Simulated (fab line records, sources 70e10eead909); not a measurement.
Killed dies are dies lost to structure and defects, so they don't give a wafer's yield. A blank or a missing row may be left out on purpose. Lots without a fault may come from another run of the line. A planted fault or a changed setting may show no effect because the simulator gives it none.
Which tool did it? | flow nand_harc | 13 lots, 39 wafers sampled, at 5 steps of a route of 1302

WHAT THE GAUGES READ, wafer by wafer
NHARC_THIN_TSV_CD_MEAS_37.
lot  | measured     | on        | cd_nm (nm)
L995 | day 24 12:02 | cd_sem-01 | 4999 4997 4997
L996 | day 24 19:26 | cd_sem-01 | 5000 5000 4995
L997 | day 25 07:44 | cd_sem-03 | 4991 4998 4994
L100 | day 26 16:53 | cd_sem-02 | 5003 5002 5003
L999 | day 26 18:16 | cd_sem-01 | 4996 4997 4998
L104 | day 28 06:20 | cd_sem-01 | 4997 5000 4998
L103 | day 28 07:50 | cd_sem-01 | 4998 4993 4994
L105 | day 29 00:59 | cd_sem-03 | 5004 4999 4999
L107 | day 29 13:19 | cd_sem-01 | 5000 4997 4992
L115 | day 32 17:23 | cd_sem-01 | 5002 5003 5001
L114 | day 32 20:59 | cd_sem-02 | 4997 4998 4998
L116 | day 33 14:21 | cd_sem-01 | 4997 5000 4995
L117 | day 34 04:01 | cd_sem-01 | 4996 5000 5001

NHARC_END_SORT_01.
lot  | measured     | on        | defect_limited_yield (%) | killed_at_array | killed_at_other | killed_at_periphery | killed_dies | killed_open | killed_short
L996 | day 25 06:17 | prober-01 | 88 88 90                 | 78 77 67        | 0 1 0           | 5 4 2               | 83 82 69    | 4 1 1       | 3 3 2
L999 | day 27 00:28 | prober-02 | 90 90 90                 | 63 61 65        | 0 1 0           | 3 6 6               | 66 68 71    | 5 6 4       | 2 3 7
L104 | day 28 12:50 | prober-01 | 94 95 94                 | 39 27 34        | 1 0 1           | 2 6 8               | 42 33 43    | 1 4 7       | 3 1 1
L103 | day 28 20:40 | prober-01 | 90 91 91                 | 60 63 60        | 3 0 0           | 3 1 3               | 66 64 63    | 1 4 3       | 2 1 1
L105 | day 29 10:13 | prober-02 | 89 90 93                 | 42 44 46        | 29 25 0         | 3 1 0               | 74 70 46    | 5 3 5       | 0 1 3

WHICH TOOL RAN EACH LOT (tool, then ch and the chambers of the sampled wafers, then the start)
lot  | NHARC_THIN_TSV_DEGAS_49      | NHARC_THIN_TSV_PVD_51        | NHARC_THIN_TSV_DESCUM_35
L995 | pvd_sputter-01, day 24 07:34 | pvd_sputter-01, day 24 07:50 | rie_diel-10 ch 0,3, day 24 10:44
L996 | pvd_sputter-01, day 24 14:52 | pvd_sputter-01, day 24 15:07 | rie_diel-09 ch 0,3, day 24 18:09
L997 | pvd_sputter-02, day 25 03:10 | pvd_sputter-02, day 25 03:28 | rie_diel-11 ch 1,3, day 25 06:28
L100 | pvd_sputter-01, day 26 12:25 | pvd_sputter-01, day 26 12:44 | rie_diel-10 ch 1,2,3, day 26 15:37
L999 | pvd_sputter-02, day 26 13:48 | pvd_sputter-02, day 26 14:09 | rie_diel-10 ch 1,2, day 26 17:00
L104 | pvd_sputter-02, day 28 01:54 | pvd_sputter-02, day 28 02:11 | rie_diel-11 ch 0,2,3, day 28 05:04
L103 | pvd_sputter-02, day 28 03:16 | pvd_sputter-02, day 28 03:32 | rie_diel-09 ch 0,2,3, day 28 06:33
L105 | pvd_sputter-02, day 28 20:25 | pvd_sputter-02, day 28 20:41 | rie_diel-09 ch 2,3, day 28 23:41
L107 | pvd_sputter-01, day 29 08:43 | pvd_sputter-01, day 29 08:58 | rie_diel-11 ch 1,2,3, day 29 12:01
L115 | pvd_sputter-03, day 32 12:48 | pvd_sputter-03, day 32 13:05 | rie_diel-11 ch 0,3, day 32 16:07
L114 | pvd_sputter-03, day 32 16:23 | pvd_sputter-03, day 32 16:40 | rie_diel-11 ch 0,1,2, day 32 19:43
L116 | pvd_sputter-02, day 33 09:53 | pvd_sputter-02, day 33 10:10 | rie_diel-11 ch 1,2,3, day 33 13:04
L117 | pvd_sputter-03, day 33 23:24 | pvd_sputter-03, day 33 23:41 | rie_diel-09 ch 0,1, day 34 02:43
- NHARC_THIN_TSV_DEGAS_49: time 120 s.
- NHARC_THIN_TSV_PVD_51: deposits Cu, target thk 100 nm.
- NHARC_THIN_TSV_DESCUM_35: chemistry O2, time 3 s.

WHAT THE TOOLS THEMSELVES READ (means of the sampled wafers that have a number; where no wafer has one, the mark that the record gives instead)
NHARC_THIN_TSV_DEGAS_49.
lot  | tool           | heater_power_w (W)
L995 | pvd_sputter-01 | 480
L996 | pvd_sputter-01 | 477
L997 | pvd_sputter-02 | 427
L100 | pvd_sputter-01 | 475
L999 | pvd_sputter-02 | 431
L104 | pvd_sputter-02 | 427
L103 | pvd_sputter-02 | 415
L105 | pvd_sputter-02 | 450
L107 | pvd_sputter-01 | 479
L115 | pvd_sputter-03 | 459
L114 | pvd_sputter-03 | 444
L116 | pvd_sputter-02 | 428
L117 | pvd_sputter-03 | 447

NHARC_THIN_TSV_PVD_51.
lot  | tool           | throttle_valve_pct (%)
L995 | pvd_sputter-01 | 29.8
L996 | pvd_sputter-01 | 29.5
L997 | pvd_sputter-02 | 29.2
L100 | pvd_sputter-01 | 30.3
L999 | pvd_sputter-02 | 29.7
L104 | pvd_sputter-02 | 29.5
L103 | pvd_sputter-02 | 29.1
L105 | pvd_sputter-02 | 29.5
L107 | pvd_sputter-01 | 30.4
L115 | pvd_sputter-03 | 30.9
L114 | pvd_sputter-03 | 28.8
L116 | pvd_sputter-02 | 29.5
L117 | pvd_sputter-03 | 29.6

NHARC_THIN_TSV_DESCUM_35.
lot  | tool        | drypump_motor_current_A (A) | oes_product_au (a.u.) | rf_vpp_V (V) | showerhead_plenum_p_Torr (Torr) | throttle_valve_pct (%)
L995 | rie_diel-10 | 6.4                         | 1.004                 | 58.1         | 1.96                            | 11.307
L996 | rie_diel-09 | 5.4                         | 0.998                 | 57.8         | 1.91                            | 11.302
L997 | rie_diel-11 | 6.1                         | 0.998                 | 58.2         | 1.85                            | 11.306
L100 | rie_diel-10 | 6.3                         | 1.002                 | 57.8         | 1.90                            | 11.309
L999 | rie_diel-10 | 6.3                         | 1.002                 | 58.0         | 1.87                            | 11.313
L104 | rie_diel-11 | 6.2                         | 1.004                 | 57.8         | 1.94                            | 11.309
L103 | rie_diel-09 | 5.0                         | 0.999                 | 57.0         | 1.97                            | 11.313
L105 | rie_diel-09 | 5.0                         | 0.993                 | 58.5         | 1.98                            | 11.305
L107 | rie_diel-11 | 6.0                         | 1.004                 | 57.2         | 1.87                            | 11.317
L115 | rie_diel-11 | 6.6                         | 0.995                 | 58.3         | 2.00                            | 11.310
L114 | rie_diel-11 | 6.0                         | 0.996                 | 57.7         | 1.91                            | 11.312
L116 | rie_diel-11 | 5.9                         | 0.995                 | 57.5         | 1.87                            | 11.310
L117 | rie_diel-09 | 5.2                         | 0.999                 | 58.1         | 1.93                            | 11.310

THE ANSWER, worked out from the rows above alone
Rule: what is usual is taken from the lots themselves. Put in order of their means at a reading, lots are off if they are a third of the lots or fewer, leave a main group of 4 or more, and stand apart from it by a gap of 3 or more times the standard deviation of the main group's means; of several such gaps the widest counts. A main group whose means are all the same, to the digits that the tables above print for the reading, isn't used. A lot without any number at a reading at which 4 lots or more have one is off too. The other lots that the step has rows for count as sound. The gauges are gone through in route order, then the tools' own readings, and for those a lot's mean is taken as printed above. The first step at which some lot is off is used, and at that step the reading that is off furthest; a lot without a number counts as furthest.
Off: L105, at NHARC_END_SORT_01 (killed_at_other). The main group: mean 0.6, standard deviation 0.28. Neither off nor sound, because the step has no rows for them: L995, L997, L100, L107, L115, L114, L116, L117.
A tool fits if, at a process step before that reading, it ran every lot that is off, and no sound lot after the first of them. The gauges at NHARC_END_SORT_01 are tried like those tools. Can't be told from this: 3 tools fit, pvd_sputter-02 at NHARC_THIN_TSV_DEGAS_49 and NHARC_THIN_TSV_PVD_51, rie_diel-09 at NHARC_THIN_TSV_DESCUM_35, prober-02 at NHARC_END_SORT_01.

WHAT THE SIMULATOR HAD PUT IN
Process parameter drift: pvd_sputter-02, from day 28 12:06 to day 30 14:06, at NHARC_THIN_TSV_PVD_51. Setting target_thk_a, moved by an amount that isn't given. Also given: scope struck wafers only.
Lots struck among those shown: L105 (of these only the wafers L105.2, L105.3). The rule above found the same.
